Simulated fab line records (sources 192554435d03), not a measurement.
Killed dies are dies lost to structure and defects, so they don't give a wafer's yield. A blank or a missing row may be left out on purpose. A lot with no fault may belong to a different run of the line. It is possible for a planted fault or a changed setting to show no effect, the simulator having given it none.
fab line records    flow n5_finfet
record lots=3  wafers=9  last_day=17
route steps=1938 shown BEOL_M4@1099 BEOL_M5@1112 BEOL_M15@1809 PASSIVATION@1936
lots untouched by any fault: they come from a run of this same line in which no faults occurred
start_h: hours from the record's opening day to when the first of the lot's shown wafers began    wait_h: how many hours have passed since the lot's step before this one    " identical to the entry in the row above    L1.1+2: one row covering several wafers at once    - either no value or no given start    * or withheld: withheld    < > ~ a bound
route shown NAME@n: names a module that has steps shown in the file, with the first one's number in the route    usual: mean/standard deviation of fault-free wafers    same: alike in all rows    chamber/n: place in a boat    sites: readings site by site    _std_site: standard deviation across them    _edge_site: mean of outer sites minus mean of inner sites    radius_mm: how far each site lies from the wafer's centre    mask NAME#n: copy n    behind: tool/chamber where the wafer was last shaped    hold: reason for holding the lot/hours on hold/outcome of the hold    device: the n, p or np transistor that did not switch    end of line: tests of these same wafers at the route's end    for a step that has no rows: nothing shown but its recipe    killed: at the first sort, the dies lost to defects and structure; wafer yield is something else    map: shows each die of a wafer: x if killed, . if not, _ if none is there
set.NAME: setting as actually run; set.NAME@STEP: the setting as run at that earlier step    model.NAME: the simulator's own value behind a step, which no gauge read
lots at some steps of the route; a table a step, a row a wafer
services: the hour from which a tool's chamber was out of use, counted from the record's first day as start_h (under 0 if before that day), plus the number of hours and why
## steps
# step N5_BEOL_M4_ANNEAL_95
# recipe temp_c=400  time_s=240  ambient=vacuum
# step N5_BEOL_M4_SPUTTER_96
# recipe material=Cu  target_thk_a=45  temp_c=-20  chamber_pressure_pa=0.07  power_w=withheld  time_s=8.29
# step N5_BEOL_M4_ECD_50
# recipe material=Cu  target_thk_a=3000
# step N5_BEOL_M4_ANNEAL_51
# recipe temp_c=225  time_s=90  ambient=N2
# step N5_BEOL_M4_CMP_52
# recipe stop_on=SiOC  t_overpolish_s=6.8  down_force_psi=1  platen_rpm=50  clearing_platen_down_force_psi=1.5  clearing_platen_rpm=50  post_cmp_clean=cu_alkaline  target_thk_nm=40  clearing_platen_pad_velocity_m_s=0.99484  pad_velocity_m_s=0.99484
# step N5_BEOL_M4_PRE_CLEAN_60
# recipe gas=NH3/H2  time_s=15  temp_c=*  rf_power_w=300
# step N5_BEOL_M4_CO_CAP_55
# recipe material=Co  target_thk_a=20  temp_c=200  precursor=CCTBA/H2  pressure_torr=30  time_s=102.1
# step N5_BEOL_M4_PRE_CLEAN_56
# recipe gas=NH3  time_s=15  temp_c=withheld  rf_power_w=300
# step N5_BEOL_M4_DEP_57
# recipe material=SiCN  target_thk_a=80  temp_c=withheld  precursor=3MS/NH3  pressure_torr=3  rf_w=202  time_s=14
# step N5_BEOL_M4_RC_MEAS_101
# usual DIBL_N=36.4/1.4  DIBL_P=36.3/1.5  IOFF_N=0.162/0.023  IOFF_P=0.211/0.027  ION_N=676/9.7  ION_P=463/6.4  SS_N=71.5/0.5  SS_P=73.3/0.6  VT_N=249.3/2.5  VT_P=-249.9/2.8
lot.wafer  tool       chamber  start_h  wait_h  DIBL_N[mV/V]  DIBL_P[mV/V]  IOFF_N[nA/um]  IOFF_P[nA/um]  ION_N[uA/um]  ION_P[uA/um]  SS_N[mV/dec]  SS_P[mV/dec]  VT_N[mV]  VT_P[mV]
L534.2     prober-01  0        195.64   0.2     35.3          34.5          0.150          0.192          683           458           71.1          73.3          247.1     -249.1
L534.3     "          0        "        "       38.0          38.7          0.206          0.244          685           468           72.2          73.7          244.9     -248.3
L534.4     "          0        "        "       35.6          34.6          0.150          0.185          677           462           71.2          73.4          248.4     -250.1
L541.1     prober-02  0        236.92   0.0     35.9          35.1          0.149          0.162          666           451           71.5          73.8          253.3     -255.3
L541.4     "          0        "        "       36.2          36.9          0.171          0.183          673           454           72.1          72.7          249.2     -251.9
L541.6     "          0        "        "       36.4          37.2          0.178          0.192          678           458           71.7          73.3          250.8     -252.9
L552.3     prober-02  0        298.15   0.3     35.3          34.4          0.141          0.193          671           463           70.9          73.1          252.3     -248.1
L552.4     "          0        "        "       35.9          34.8          0.142          0.200          669           466           71.2          73.0          250.9     -249.2
L552.6     "          0        "        "       36.0          35.2          0.153          0.211          684           468           71.7          73.4          250.1     -249.5
# step N5_BEOL_M5_ILD_DEP_00
# recipe material=SiCOH_lowk  target_thk_a=1406.4  temp_c=300  precursor=DEMS/porogen  pressure_torr=5  rf_w=500  time_s=25.9
# step N5_BEOL_M5_CURE_79
# recipe temp_c=385  time_s=240  ambient=He/Ar  material=SiCOH_lowk
# step N5_BEOL_M5_PECVD_70
# recipe material=SiO2  target_thk_a=160  temp_c=400  precursor=TEOS/O2  pressure_torr=5.5  rf_w=450  teos_flow_sccm=53.8  gas=O2  flow_sccm=3000  time_s=18
# step N5_BEOL_M5_HM_DEP_02
# recipe material=TiN  target_thk_a=200  temp_c=25  chamber_pressure_pa=0.49996
# step N5_BEOL_M5_COAT_59
# recipe resist=SOC  temp_c=250  time_s=60  spin_rpm=1500  resist_thk_nm=60
# step N5_BEOL_M5_COAT_60
# recipe resist=SiARC  temp_c=220  time_s=60  spin_rpm=1500  resist_thk_nm=12
# step N5_BEOL_M5_COAT_71
# recipe resist=underlayer  temp_c=205  time_s=60  spin_rpm=1500  resist_thk_nm=5
# step N5_BEOL_M5_COAT_05
# recipe resist=CAR-EUV  spin_rpm=1500  resist_thk_nm=30
# step N5_BEOL_M5_EBR_07
# recipe solvent=PGMEA  ebr_width_mm=1.5
# step N5_BEOL_M5_SOFTBAKE_06
# recipe temp_c=110  time_s=60  resist=CAR-EUV
# step N5_BEOL_M5_EXPOSE_08
# recipe mask_id=M5  na=0.33  source_shape=annular  sigma_inner=0.4  sigma_outer=0.8  polarization=unpolarized  target_cd_nm=28  dose_mj=35.75
# step N5_BEOL_M5_PEB_09
# recipe peb_temp_c=100  peb_time_s=60  resist=CAR-EUV
# step N5_BEOL_M5_DEVELOP_10
# recipe develop_time_s=30  developer=TMAH  resist=CAR-EUV  rinse_liquid=surfactant_rinse  dry=air_spin  dev_temp_c=23
# step N5_BEOL_M5_DESCUM_16
# recipe chemistry=O2  time_s=7  source_power_w=50  bias_power_w=20  pressure_mtorr=20  rf_frequency_hz=2.712e+07  temp_c=40  resist=CAR-EUV  o2_flow_sccm=225
# step N5_BEOL_M5_ETCH_72
# recipe chemistry=N2/H2  target=underlayer  target_depth_a=65  mask_material=CAR-EUV  time_s=5.2  ion_energy_ev=200  pressure_mtorr=30  source_w=840  bias_w=150  n2_flow_sccm=200  h2_flow_sccm=200  ends=cleared
# step N5_BEOL_M5_ETCH_61
# recipe chemistry=CF4  target=SiARC  target_depth_a=156  mask_material=CAR-EUV  time_s=26  ion_energy_ev=80  pressure_mtorr=40  source_w=545  bias_w=36  Ar_flow_sccm=100  cf4_flow_sccm=100  ends=cleared
# step N5_BEOL_M5_ETCH_62
# recipe chemistry=N2/H2  target=SOC  target_depth_a=750  overetch_a=150  mask_material=SiARC  temp_c=40  time_s=112.5  ion_energy_ev=200  pressure_mtorr=30  source_w=840  bias_w=150  n2_flow_sccm=200  h2_flow_sccm=200
# step N5_BEOL_M5_STRIP_63
# recipe chemistry=N2/H2  temp_c=40  n2_flow_sccm=200  h2_flow_sccm=200  rf_frequency_hz=6e+07
# step N5_BEOL_M5_STRIP_73
# recipe chemistry=N2/H2  temp_c=40  n2_flow_sccm=200  h2_flow_sccm=200  rf_frequency_hz=6e+07
# step N5_BEOL_M5_STRIP_64
# recipe chemistry=CF4  resist=SiARC  power_w=300  bias_power_w=75  pressure_mtorr=50  cf4_flow_sccm=150  rf_frequency_hz=6e+07
# step N5_BEOL_M5_HM_OPEN_17
# recipe chemistry=Cl2/BCl3  target_depth_a=200  overetch_a=60  target=TiN  mask_material=SOC  ion_energy_ev=150  pressure_mtorr=10  icp_w=1000  bias_w=126  Cl2_flow_sccm=53.25  bcl3_flow_sccm=21.75  Ar_flow_sccm=25
# step N5_BEOL_M5_STRIP_19
# recipe chemistry=O2  power_w=400  temp_c=40  pressure_mtorr=30  rf_frequency_hz=6e+07  bias_power_w=0  overash_fraction=0.2  o2_flow_sccm=225
# step N5_BEOL_M5_COAT_65
# recipe resist=SOC  temp_c=250  time_s=60  spin_rpm=1500  resist_thk_nm=60
# step N5_BEOL_M5_COAT_66
# recipe resist=SiARC  temp_c=220  time_s=60  spin_rpm=1500  resist_thk_nm=12
# step N5_BEOL_M15_TRENCH_ETCH_34
# recipe chemistry=C4F8/O2/Ar  target=SiO2  target_depth_a=8729.3  he_inner_torr=15  he_outer_torr=30  time_s=199  ion_energy_ev=800  pressure_mtorr=20  source_w=1905  bias_w=2040  Ar_flow_sccm=400  C4F8_flow_sccm=16  O2_flow_sccm=12
# usual C4F8_flow_sccm=16.00/0.046  chamber_pressure_mTorr=19.999/0.016  drypump_motor_current_A=5.8/0.4  oes_product_au=0.78/0.069  rf_vpp_V=2219/18  showerhead_plenum_p_Torr=3.43/0.076  throttle_valve_pct=30.80/0.26
# same time_s=199
lot.wafer  tool         chamber  start_h  wait_h  C4F8_flow_sccm  chamber_pressure_mTorr  drypump_motor_current_A  oes_product_au  rf_hours_counter_h  rf_vpp_V  showerhead_plenum_p_Torr  throttle_valve_pct  model.etch.depth_nm  model.coat_of_BEOL_M15_COAT_22.thk_nm  model.BEOL_M15.cd_nm
L534.2     rie_diel-03  3        285.36   0.0     16.00           19.998                  6.3                      0.84            73                  2215      3.47                      30.69               865.7                545.4                                  402
L534.3     "            2        "        "       16.04           20.011                  5.5                      0.72            167                 2220      3.43                      30.87               867.9                543.2                                  400
L534.4     "            0        "        "       15.94           19.991                  6.2                      0.75            161                 2207      3.30                      30.56               852.9                547.2                                  399.4
L541.1     rie_diel-03  3        316.92   0.0     15.99           20.003                  6.2                      0.84            85                  2214      3.47                      30.72               878.2                541.6                                  401
L541.4     "            0        "        "       16.07           19.981                  6.2                      0.56            173                 2207      3.30                      30.27               518.7                610.6                                  397.4
L541.6     "            0        "        "       16.07           20.000                  6.2                      0.74            -                   2206      3.29                      30.56               859.3                541.2                                  399.6
L552.3     rie_diel-01  3        384.39   0.0     16.01           20.013                  5.1                      0.87            66                  2222      3.48                      30.68               889.1                538.8                                  400
L552.4     "            1        "        "       16.00           20.001                  5.8                      0.77            140                 2254      3.45                      30.95               864.4                544.6                                  398
L552.6     "            0        "        "       16.06           20.004                  5.6                      0.71            -                   2210      3.42                      30.95               862.4                546                                    399.2
# step N5_BEOL_M15_ETCH_38
# recipe chemistry=CF4/N2  target=SiCN  target_depth_a=1064  taper_deg=2  time_s=120.5  ion_energy_ev=150  mask_material=SiO2  pressure_mtorr=40  source_w=430  bias_w=70  Ar_flow_sccm=100  cf4_flow_sccm=60  n2_flow_sccm=60
# usual chamber_pressure_mTorr=40.01/0.036  drypump_motor_current_A=5.7/0.38  oes_product_au=0.79/0.072  rf_vpp_V=382.3/1.3  showerhead_plenum_p_Torr=2.20/0.046  throttle_valve_pct=15.38/0.22
# same time_s=120.5
lot.wafer  tool         chamber  start_h  wait_h  chamber_pressure_mTorr  drypump_motor_current_A  oes_product_au  rf_hours_counter_h  rf_vpp_V  showerhead_plenum_p_Torr  throttle_valve_pct  model.BEOL_M15.cd_nm
L534.2     rie_diel-01  0        -        -       40.01                   5.6                      0.74            172                 382.6     2.20                      15.50               402
L534.3     "            1        "        "       39.99                   5.7                      0.80            110                 383.3     2.22                      15.40               400
L534.4     "            3        "        "       39.98                   5.2                      0.93            32                  382.3     2.25                      15.14               399.4
L541.1     rie_diel-03  0        -        -       40.07                   6.2                      0.74            173                 379.5     2.11                      15.30               401
L541.4     "            2        "        "       40.00                   5.5                      0.71            181                 382.7     2.20                      15.48               397.4
L541.6     "            1        "        "       39.99                   6.2                      0.70            -                   384.1     2.28                      15.52               399.6
L552.3     rie_diel-01  3        -        -       39.97                   5.1                      0.86            66                  383.3     2.24                      15.20               400
L552.4     "            1        "        "       39.99                   5.7                      0.77            140                 382.8     2.21                      15.49               398
L552.6     "            1        "        "       40.00                   5.7                      0.76            -                   382.4     2.21                      15.47               399.2
# step N5_BEOL_M15_CMP_49
# recipe stop_on=SiO2  t_overpolish_s=4.9  down_force_psi=2  platen_rpm=80  clearing_platen_down_force_psi=2  clearing_platen_rpm=80  post_cmp_clean=cu_alkaline  target_thk_nm=850  clearing_platen_pad_velocity_m_s=1.5917  pad_velocity_m_s=1.5917
# usual motor_current_A=8.0/0.46
lot.wafer  tool    chamber  start_h  wait_h  motor_current_A  model.Cu_of_BEOL_M15_ECD_47.thk_nm
L534.4     cmp-03  1        287.90   0.1     8.5              830
L534.2     "       2        "        "       7.7              843
L534.3     "       3        "        "       8.3              844
L541.4     cmp-03  1        318.85   0.1     8.4              496
L541.1     "       2        "        "       8.1              856.8
L541.6     "       1        "        "       8.0              836.8
L552.4     cmp-04  1        387.84   0.2     8.0              840.8
L552.3     "       2        "        "       8.8              863.2
L552.6     "       1        "        "       7.7              837.2
# step N5_BEOL_M15_THK_MEAS_50
# recipe thk_meas_gauge=xrf  reads=Cu_of_BEOL_M15_ECD_47
# usual M15_THK=856/17
lot.wafer  tool           chamber  start_h  wait_h  M15_THK[nm]
L534.2     film_metro-01  -        288.19   -       862
L534.3     "              -        "        "       858
L534.4     "              -        "        "       849
L541.1     film_metro-02  -        319.15   -       874
L541.4     "              -        "        "       503
L541.6     "              -        "        "       850
L552.3     film_metro-02  -        388.10   -       869
L552.4     "              -        "        "       845
L552.6     "              -        "        "       843
# step N5_BEOL_M15_RS_MEAS_54
# recipe thk_meas_gauge=four-point-probe  reads=Cu_of_BEOL_M15_ECD_47+Ta_of_BEOL_M15_SPUTTER_44+TaN_of_BEOL_M15_SPUTTER_43
# usual M15_RS=0.0217/0.00033
lot.wafer  tool           chamber  start_h  wait_h  M15_RS[ohm/sq]
L534.2     film_metro-02  -        288.32   0.1     0.0218
L534.3     "              -        "        "       0.0218
L534.4     "              -        "        "       0.0221
L541.1     film_metro-01  -        319.28   0.0     0.0214
L541.4     "              -        "        "       0.0374
L541.6     "              -        "        "       0.0219
L552.3     film_metro-02  -        388.22   0.1     0.0213
L552.4     "              -        "        "       0.0218
L552.6     "              -        "        "       0.0219
# step N5_PASSIVATION_PROBE_49
# usual defect_limited_yield=91.3/1.3  killed_at_M0_to_M3=33/8.9  killed_at_M4_up=15/5.4  killed_at_contacts=13/5.8  killed_at_front_end=39/9.9  killed_at_other=3.2/2.9  killed_dies=102/15  killed_open=68/12  killed_short=34/7.6  sort_bin_5_function=5.1/0.89  sort_bin_6_memory=3.2/0.63  sort_bin_8_speed=0.00/0.007  sort_n_pass=1078/15
# same gross_dies=1180  killed_at_back_side=0  sort_bin_4_leakage[%]=0
lot.wafer  tool       chamber  start_h  wait_h  defect_limited_yield[%]  killed_at_M0_to_M3  killed_at_M4_up  killed_at_contacts  killed_at_front_end  killed_at_other  killed_dies  killed_open  killed_short  sort_bin_5_function[%]  sort_bin_6_memory[%]  sort_bin_8_speed[%]  sort_n_pass
L534.2     prober-02  -        301.09   0.1     90.3                     37                  25               8                   38                   6                114          66           48            5.5                     3.7                   0                    1066
L534.3     prober-02  -        301.14   0.1     90.8                     36                  28               8                   36                   1                109          84           25            6.4                     2.5                   0                    1071
L534.4     prober-02  -        301.19   0.2     90.9                     43                  21               0                   39                   4                107          80           27            6.4                     2.5                   0                    1073
L541.1     prober-01  -        332.55   0.0     90.6                     50                  11               13                  36                   1                111          76           34            5.7                     3.6                   0                    1069
L541.4     prober-01  -        332.70   0.2     91.6                     37                  24               5                   33                   0                99           59           25            4.0                     2.9                   1.19                 1081
L541.6     prober-01  -        332.80   0.3     90.3                     42                  11               12                  45                   5                115          83           31            5.4                     3.9                   0                    1065
L552.3     prober-02  -        403.96   0.1     92.7                     20                  7                12                  46                   1                86           59           27            4.4                     2.7                   0                    1094
L552.4     prober-02  -        404.01   0.2     93.1                     35                  7                7                   30                   3                82           53           26            4.6                     2.2                   0                    1098
L552.6     prober-02  -        404.11   0.3     93.0                     23                  10               13                  35                   2                83           47           36            4.2                     2.6                   0                    1097
# killed by level:class
L534.2 BEOL_M0_SAQP:geometric_particle:short=14 FIN_SAQP:geometric_particle:open=10 BEOL_M0_SAQP:geometric_particle:open=9 BEOL_M4:geometric_particle:open=8 MOL_CONTACT_COAG:geometric_particle:open=7 BEOL_M4:geometric_particle:short=7 FIN_SAQP:geometric_particle:short=5 BEOL_M2:geometric_particle:short=4
L534.3 BEOL_M4:geometric_particle:open=21 FIN_SAQP:geometric_particle:open=12 BEOL_M1:geometric_particle:open=11 BEOL_M2:geometric_particle:open=10 FIN_SAQP:geometric_particle:short=6 BEOL_M3:geometric_particle:open=6 MOL_CONTACT_COAG:geometric_particle:open=5 BEOL_M0_SAQP:geometric_particle:short=4
L534.4 FIN_SAQP:geometric_particle:open=15 BEOL_M3:geometric_particle:open=13 BEOL_M4:geometric_particle:open=12 BEOL_M0_SAQP:geometric_particle:short=9 BEOL_M0_SAQP:geometric_particle:open=7 BEOL_M2:geometric_particle:open=7 FIN_SAQP:geometric_particle:short=6 DUMMY_GATE:geometric_particle:open=6
L541.1 BEOL_M3:geometric_particle:open=14 BEOL_M2:geometric_particle:open=10 FIN_SAQP:geometric_particle:short=8 MOL_CONTACT_COAG:geometric_particle:open=8 FIN_SAQP:geometric_particle:open=7 BEOL_M0_SAQP:geometric_particle:open=6 BEOL_M1:geometric_particle:open=6 BEOL_M4:geometric_particle:open=6
L541.4 BEOL_M15:area_ecd=14 BEOL_M1:geometric_particle:open=10 BEOL_M3:geometric_particle:open=9 FIN_SAQP:geometric_particle:open=7 STI_FIN_REVEAL:geometric_particle:open=6 FIN_SAQP:geometric_particle:short=5 GATE_CUT:geometric_particle:short=5 BEOL_M0_SAQP:geometric_particle:short=5
L541.6 STI_FIN_REVEAL:geometric_particle:open=22 BEOL_M2:geometric_particle:open=13 FIN_SAQP:geometric_particle:open=10 MOL_CONTACT_COAG:geometric_particle:open=9 BEOL_M3:geometric_particle:open=9 BEOL_M0_SAQP:geometric_particle:open=8 BEOL_M0_SAQP:geometric_particle:short=6 PAD_METAL:geometric_particle:short=4
L552.3 STI_FIN_REVEAL:geometric_particle:open=13 FIN_SAQP:geometric_particle:open=9 MOL_CONTACT_COAG:geometric_particle:open=9 STI_FIN_REVEAL:geometric_particle:short=6 FIN_SAQP:geometric_particle:short=5 BEOL_M0_SAQP:geometric_particle:short=5 BEOL_M1:geometric_particle:open=4 BEOL_M2:geometric_particle:open=4
L552.4 BEOL_M0_SAQP:geometric_particle:open=12 STI_FIN_REVEAL:geometric_particle:open=10 BEOL_M0_SAQP:geometric_particle:short=10 STI_FIN_REVEAL:geometric_particle:short=5 MOL_CONTACT_COAG:geometric_particle:open=5 BEOL_M3:geometric_particle:open=5 BEOL_M1:geometric_particle:open=4 BEOL_M4:geometric_particle:open=4
L552.6 FIN_SAQP:geometric_particle:short=12 MOL_CONTACT_COAG:geometric_particle:open=11 BEOL_M0_SAQP:geometric_particle:open=7 BEOL_M1:geometric_particle:open=7 GATE_CUT:geometric_particle:short=5 BEOL_M0_SAQP:geometric_particle:short=4 BEOL_M4:geometric_particle:open=4 FIN_SAQP:geometric_particle:open=3
# map L541.6 (x killed, . not)
_________________..........x.________________
______________...x............x._____________
___________....................x...__________
__________x..............x...x......_________
________.x..........................xx_______
_______..........x.....x.........x.....______
______......xx......x.......x..........._____
_____.........x.....x.......x........x...____
____x...x.....x.......x....x...x..........___
___x......x...................x............__
___.x.............x..x................xx...__
__.........x.x...........x.................x_
__...x...........x.........................._
_....x................x.........x...........x
_.x..........x..x.......x..x.x.x.x.....x.....
_..........x........x........................
_.............................x...........x..
_x.....................x...........x.x.......
_..........x......x....x.......x....xx......x
_............xx............x.........x...x...
_x....x.x..........x.........................
__................x............x.........x.._
__....x...x.x................x......x....x.._
___..........x.............................__
___...........................x.....x...x..__
____..............xx.x....................___
_____.x............x................x....____
______......x..xx.......x...xx.........._____
_______.x........xxx...............x...______
________...............x...........x.x_______
__________...............x.x.x......_________
___________..........x.............__________
______________.................._____________
_________________............________________
# map L534.2 (x killed, . not)
_________________......x.....________________
______________.................._____________
___________.........x..............__________
__________........x............x..x._________
________.......x.............x......x._______
_______x......................x.......x______
______.....x.......................x...._____
_____...xx...............................____
____..............x..x....................___
___.xx.........................x.x......x..__
___.x......................................__
__..................x...........xx.....x...._
__......x.x............x.................x.._
_.x.x.......x........x...x................x..
_......xx........x........xx..x..x.......x...
_x..................................x...x....
_.x..x...xx......x...........................
_...........x.....x.........x................
_..x.x....x..........x.......................
_.....x..............x............x.........x
_............x.........x.x.................x.
__.........x.....x...x..x..................._
__........................xx.............x.._
___...x...x..xx..x.........x......x....x.xx__
___.........x.....x......x....x............__
____..x...................................___
_____.....x........x.....x...............____
______....xx..x............x.......x..x._____
_______.....xx.x......x........x......x______
________......x......x................_______
__________x...............x........._________
___________.x.........x............__________
______________...x.x............_____________
_________________......x.....________________
## services
tool         chamber  start_h  hours  kind
cmp-04       -        276.82   1.1    repair
cmp-03       -        346.73   4.0    pm
rie_diel-03  1        349.49   7.0    repair
cmp-03       -        350.73   -      consumable_replace:conditioner
cmp-03       -        350.73   -      consumable_replace:pad
cmp-03       -        358.81   4.6    pm
cmp-03       -        377.26   1.0    repair
cmp-03       -        385.83   19.8   repair
## key
first_sign step=N5_BEOL_M15_TRENCH_ETCH_34  reading=oes_product_au  direction=down  sigmas=3.2  usual=0.78  struck=0.56
effect step=N5_BEOL_M15_THK_MEAS_50  reading=M15_THK  direction=down  sigmas=21  usual=856  struck=503
effect step=N5_BEOL_M15_RS_MEAS_54  reading=M15_RS  direction=up  sigmas=48  usual=0.0217  struck=0.0374
effect step=N5_PASSIVATION_PROBE_49  reading=sort_bin_8_speed  direction=up  sigmas=14  usual=0.00  struck=1.19
model_effect step=N5_BEOL_M15_TRENCH_ETCH_34  value=etch.depth_nm  without=860.8  struck=518.7
model_effect step=N5_BEOL_M15_ETCH_38  value=BEOL_M15.cd_nm  without=400.2  struck=397.4
model_effect step=N5_BEOL_M15_CMP_49  value=Cu_of_BEOL_M15_ECD_47.thk_nm  without=838  struck=496
met_at N5_BEOL_M15_TRENCH_ETCH_34
struck_wafers L541.4
onset_between 285.36 316.92
fault kind=process_parameter_drift  tool=rie_diel-03  chamber=-  onset_h=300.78  steps=N5_BEOL_M15_TRENCH_ETCH_34  channel=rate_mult  offset=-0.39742  shape=step  end_h=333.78  scope=struck_wafers_only
